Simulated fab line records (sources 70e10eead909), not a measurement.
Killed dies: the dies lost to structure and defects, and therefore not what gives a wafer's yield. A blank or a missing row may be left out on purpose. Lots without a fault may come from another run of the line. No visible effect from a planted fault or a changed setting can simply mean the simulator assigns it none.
Matching of chambers || flow nand_harc || 4 sister chambers for NHARC_A_BLC_ALD_23 on ald_metal-02
The step deposits TiN, target thk 3 nm, pulse time 1 s, ald cycles 150. 8 wafers are shown with their chamber, then 8 later ones without.

EACH WAFER AND ITS CHAMBER
{"wafer": "L911.6", "chamber": 3, "heater_power_w (W)": 1021, "precursor_pulse_height_rel": 0.983}
{"wafer": "L912.6", "chamber": 1, "heater_power_w (W)": 1075, "precursor_pulse_height_rel": 0.993}
{"wafer": "L914.1", "chamber": 0, "heater_power_w (W)": 1048, "precursor_pulse_height_rel": 1.002}
{"wafer": "L914.5", "chamber": 2, "heater_power_w (W)": 1082, "precursor_pulse_height_rel": 1.008}
{"wafer": "L917.1", "chamber": 3, "heater_power_w (W)": 973, "precursor_pulse_height_rel": 0.989}
{"wafer": "L917.4", "chamber": 2, "heater_power_w (W)": 1071, "precursor_pulse_height_rel": 1.020}
{"wafer": "L917.6", "chamber": 0, "heater_power_w (W)": 1020, "precursor_pulse_height_rel": 0.992}
{"wafer": "L925.1", "chamber": 1, "heater_power_w (W)": 1034, "precursor_pulse_height_rel": 1.025}

WAFERS WHOSE CHAMBER IS MISSING
{"wafer": "L925.4", "heater_power_w (W)": 996, "precursor_pulse_height_rel": 0.999}
{"wafer": "L925.6", "heater_power_w (W)": 1065, "precursor_pulse_height_rel": 1.009}
{"wafer": "L927.1", "heater_power_w (W)": 997, "precursor_pulse_height_rel": 0.995}
{"wafer": "L927.3", "heater_power_w (W)": 979, "precursor_pulse_height_rel": 1.035}
{"wafer": "L927.6", "heater_power_w (W)": 1038, "precursor_pulse_height_rel": 1.021}
{"wafer": "L929.1", "heater_power_w (W)": 1108, "precursor_pulse_height_rel": 1.029}
{"wafer": "L929.4", "heater_power_w (W)": 1004, "precursor_pulse_height_rel": 1.003}
{"wafer": "L929.6", "heater_power_w (W)": 1053, "precursor_pulse_height_rel": 1.015}

THE CHAMBER EACH PASSED THROUGH
{"wafer": "L925.4", "from the rows above": "can't be placed: 3 or 0 or 1", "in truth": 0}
{"wafer": "L925.6", "from the rows above": "can't be placed: 1 or 2 or 0", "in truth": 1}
{"wafer": "L927.1", "from the rows above": "can't be placed: 3 or 0 or 1", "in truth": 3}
{"wafer": "L927.3", "from the rows above": "can't be placed: 1 or 0 or 3 or 2", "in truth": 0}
{"wafer": "L927.6", "from the rows above": "can't be placed: 1 or 2 or 0", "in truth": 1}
{"wafer": "L929.1", "from the rows above": "can't be placed: 2 or 1", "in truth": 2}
{"wafer": "L929.4", "from the rows above": "can't be placed: 0 or 3 or 1 or 2", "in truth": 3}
{"wafer": "L929.6", "from the rows above": "can't be placed: 1 or 2 or 0", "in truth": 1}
Correct placement for 0 of the 8. Unplaceable from these rows: 8, with the true chamber sitting among the candidates in 8. Wrongly placed: 0.
How it was worked out, from the rows above alone: a wafer's distance from a chamber is the root of the sum, over the readings, of the square of ((its reading less the chamber's mean) divided by the reading's scatter). The wafer belongs to the nearest chamber; if the next one is less than 2 further off, it can't be placed. For every chamber, the mean is computed from those of its wafers that are shown. The scatter: the root of (the sum of the squares of (reading less its chamber's mean) over the shown wafers, divided by (wafers less chambers)).
